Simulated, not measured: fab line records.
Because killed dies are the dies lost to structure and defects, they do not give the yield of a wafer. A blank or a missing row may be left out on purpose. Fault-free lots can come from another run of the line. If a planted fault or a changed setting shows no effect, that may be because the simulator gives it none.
Matching of chambers || flow n5_finfet || N5_HKMG_FIN_ETCH_35 on rie_diel-01 has 4 sister chambers
The step etches SOC in N2/H2, target depth 215.8 nm, time 243.4 s. 24 wafers are shown with their chamber, then 12 later ones without.

## WAFERS WITH THEIR CHAMBER
{"wafer": "L080.1", "chamber": 1, "showerhead_plenum_p_Torr (Torr)": 2.55, "drypump_motor_current_A (A)": 5.6, "throttle_valve_pct (%)": 18.05}
{"wafer": "L080.3", "chamber": 3, "showerhead_plenum_p_Torr (Torr)": 2.57, "drypump_motor_current_A (A)": 5.2, "throttle_valve_pct (%)": 18.11}
{"wafer": "L080.5", "chamber": 1, "showerhead_plenum_p_Torr (Torr)": 2.55, "drypump_motor_current_A (A)": 5.6, "throttle_valve_pct (%)": 18.04}
{"wafer": "L081.2", "chamber": 3, "showerhead_plenum_p_Torr (Torr)": 2.57, "drypump_motor_current_A (A)": 5.2, "throttle_valve_pct (%)": 18.13}
{"wafer": "L081.5", "chamber": 3, "showerhead_plenum_p_Torr (Torr)": 2.57, "drypump_motor_current_A (A)": 5.1, "throttle_valve_pct (%)": 18.11}
{"wafer": "L081.6", "chamber": 0, "showerhead_plenum_p_Torr (Torr)": 2.49, "drypump_motor_current_A (A)": 6.5, "throttle_valve_pct (%)": 17.74}
{"wafer": "L083.3", "chamber": 0, "showerhead_plenum_p_Torr (Torr)": 2.49, "drypump_motor_current_A (A)": 6.5, "throttle_valve_pct (%)": 17.73}
{"wafer": "L083.4", "chamber": 1, "showerhead_plenum_p_Torr (Torr)": 2.54, "drypump_motor_current_A (A)": 5.7, "throttle_valve_pct (%)": 18.06}
{"wafer": "L083.5", "chamber": 1, "showerhead_plenum_p_Torr (Torr)": 2.54, "drypump_motor_current_A (A)": 5.7, "throttle_valve_pct (%)": 18.05}
{"wafer": "L085.2", "chamber": 0, "showerhead_plenum_p_Torr (Torr)": 2.49, "drypump_motor_current_A (A)": 6.5, "throttle_valve_pct (%)": 17.75}
{"wafer": "L085.3", "chamber": 3, "showerhead_plenum_p_Torr (Torr)": 2.57, "drypump_motor_current_A (A)": 5.2, "throttle_valve_pct (%)": 18.14}
{"wafer": "L085.4", "chamber": 1, "showerhead_plenum_p_Torr (Torr)": 2.54, "drypump_motor_current_A (A)": 5.7, "throttle_valve_pct (%)": 18.07}
{"wafer": "L086.2", "chamber": 2, "showerhead_plenum_p_Torr (Torr)": 2.60, "drypump_motor_current_A (A)": 5.0, "throttle_valve_pct (%)": 17.73}
{"wafer": "L086.3", "chamber": 0, "showerhead_plenum_p_Torr (Torr)": 2.49, "drypump_motor_current_A (A)": 6.5, "throttle_valve_pct (%)": 17.74}
{"wafer": "L086.4", "chamber": 1, "showerhead_plenum_p_Torr (Torr)": 2.54, "drypump_motor_current_A (A)": 5.7, "throttle_valve_pct (%)": 18.07}
{"wafer": "L087.1", "chamber": 2, "showerhead_plenum_p_Torr (Torr)": 2.60, "drypump_motor_current_A (A)": 5.0, "throttle_valve_pct (%)": 17.75}
{"wafer": "L087.4", "chamber": 1, "showerhead_plenum_p_Torr (Torr)": 2.54, "drypump_motor_current_A (A)": 5.7, "throttle_valve_pct (%)": 18.08}
{"wafer": "L087.6", "chamber": 1, "showerhead_plenum_p_Torr (Torr)": 2.54, "drypump_motor_current_A (A)": 5.6, "throttle_valve_pct (%)": 18.08}
{"wafer": "L088.1", "chamber": 0, "showerhead_plenum_p_Torr (Torr)": 2.49, "drypump_motor_current_A (A)": 6.5, "throttle_valve_pct (%)": 17.77}
{"wafer": "L088.2", "chamber": 2, "showerhead_plenum_p_Torr (Torr)": 2.60, "drypump_motor_current_A (A)": 5.0, "throttle_valve_pct (%)": 17.75}
{"wafer": "L088.4", "chamber": 1, "showerhead_plenum_p_Torr (Torr)": 2.54, "drypump_motor_current_A (A)": 5.6, "throttle_valve_pct (%)": 18.09}
{"wafer": "L089.2", "chamber": 1, "showerhead_plenum_p_Torr (Torr)": 2.54, "drypump_motor_current_A (A)": 5.7, "throttle_valve_pct (%)": 18.09}
{"wafer": "L089.3", "chamber": 2, "showerhead_plenum_p_Torr (Torr)": 2.60, "drypump_motor_current_A (A)": 5.0, "throttle_valve_pct (%)": 17.74}
{"wafer": "L089.5", "chamber": 0, "showerhead_plenum_p_Torr (Torr)": 2.49, "drypump_motor_current_A (A)": 6.5, "throttle_valve_pct (%)": 17.75}

SIGNATURES, as means of the wafers listed above
{"reading": "showerhead_plenum_p_Torr", "chamber 0": 2.4900, "chamber 1": 2.5420, "chamber 2": 2.6000, "chamber 3": 2.5700, "scatter within a chamber": 0.00283}
{"reading": "drypump_motor_current_A", "chamber 0": 6.500, "chamber 1": 5.660, "chamber 2": 5.000, "chamber 3": 5.175, "scatter within a chamber": 0.0397}
{"reading": "throttle_valve_pct", "chamber 0": 17.7467, "chamber 1": 18.0680, "chamber 2": 17.7425, "chamber 3": 18.1225, "scatter within a chamber": 0.0152}
Rule: for each reading, subtract the chamber's mean from the wafer's reading, divide by that reading's scatter and square the result; add these up over the readings and take the root, which gives the wafer's distance from the chamber. If the next closest chamber is less than 2 further off than the closest, the wafer can't be placed; otherwise it belongs to the closest. The scatter is the square root of a quotient: the sum, over the shown wafers, of each reading's squared deviation from its chamber's mean, divided by wafers minus chambers.

## WAFERS MISSING THEIR CHAMBER
{"wafer": "L091.1", "showerhead_plenum_p_Torr (Torr)": 2.54, "drypump_motor_current_A (A)": 5.7, "throttle_valve_pct (%)": 18.10}
{"wafer": "L091.3", "showerhead_plenum_p_Torr (Torr)": 2.49, "drypump_motor_current_A (A)": 6.5, "throttle_valve_pct (%)": 17.77}
{"wafer": "L091.6", "showerhead_plenum_p_Torr (Torr)": 2.56, "drypump_motor_current_A (A)": 5.2, "throttle_valve_pct (%)": 18.15}
{"wafer": "L092.1", "showerhead_plenum_p_Torr (Torr)": 2.60, "drypump_motor_current_A (A)": 5.0, "throttle_valve_pct (%)": 17.75}
{"wafer": "L092.2", "showerhead_plenum_p_Torr (Torr)": 2.54, "drypump_motor_current_A (A)": 5.7, "throttle_valve_pct (%)": 18.07}
{"wafer": "L092.6", "showerhead_plenum_p_Torr (Torr)": 2.60, "drypump_motor_current_A (A)": 5.0, "throttle_valve_pct (%)": 17.75}
{"wafer": "L094.1", "showerhead_plenum_p_Torr (Torr)": 2.53, "drypump_motor_current_A (A)": 5.6, "throttle_valve_pct (%)": 18.09}
{"wafer": "L094.2", "showerhead_plenum_p_Torr (Torr)": 2.48, "drypump_motor_current_A (A)": 6.5, "throttle_valve_pct (%)": 17.77}
{"wafer": "L094.3", "showerhead_plenum_p_Torr (Torr)": 2.56, "drypump_motor_current_A (A)": 5.2, "throttle_valve_pct (%)": 18.16}
{"wafer": "L096.2", "showerhead_plenum_p_Torr (Torr)": 2.48, "drypump_motor_current_A (A)": 6.5, "throttle_valve_pct (%)": 17.79}
{"wafer": "L096.3", "showerhead_plenum_p_Torr (Torr)": 2.56, "drypump_motor_current_A (A)": 5.2, "throttle_valve_pct (%)": 18.18}
{"wafer": "L096.6", "showerhead_plenum_p_Torr (Torr)": 2.53, "drypump_motor_current_A (A)": 5.6, "throttle_valve_pct (%)": 18.11}

## CHAMBER TAKEN BY EACH
{"wafer": "L091.1", "from the rows above": 1, "in truth": 1}
{"wafer": "L091.3", "from the rows above": 0, "in truth": 0}
{"wafer": "L091.6", "from the rows above": 3, "in truth": 3}
{"wafer": "L092.1", "from the rows above": 2, "in truth": 2}
{"wafer": "L092.2", "from the rows above": 1, "in truth": 1}
{"wafer": "L092.6", "from the rows above": 2, "in truth": 2}
{"wafer": "L094.1", "from the rows above": 1, "in truth": 1}
{"wafer": "L094.2", "from the rows above": 0, "in truth": 0}
{"wafer": "L094.3", "from the rows above": 3, "in truth": 3}
{"wafer": "L096.2", "from the rows above": 0, "in truth": 0}
{"wafer": "L096.3", "from the rows above": 3, "in truth": 3}
{"wafer": "L096.6", "from the rows above": 1, "in truth": 1}
Correct placement for 12 of the 12. From these rows, 0 cannot be placed. Number placed wrongly: 0.
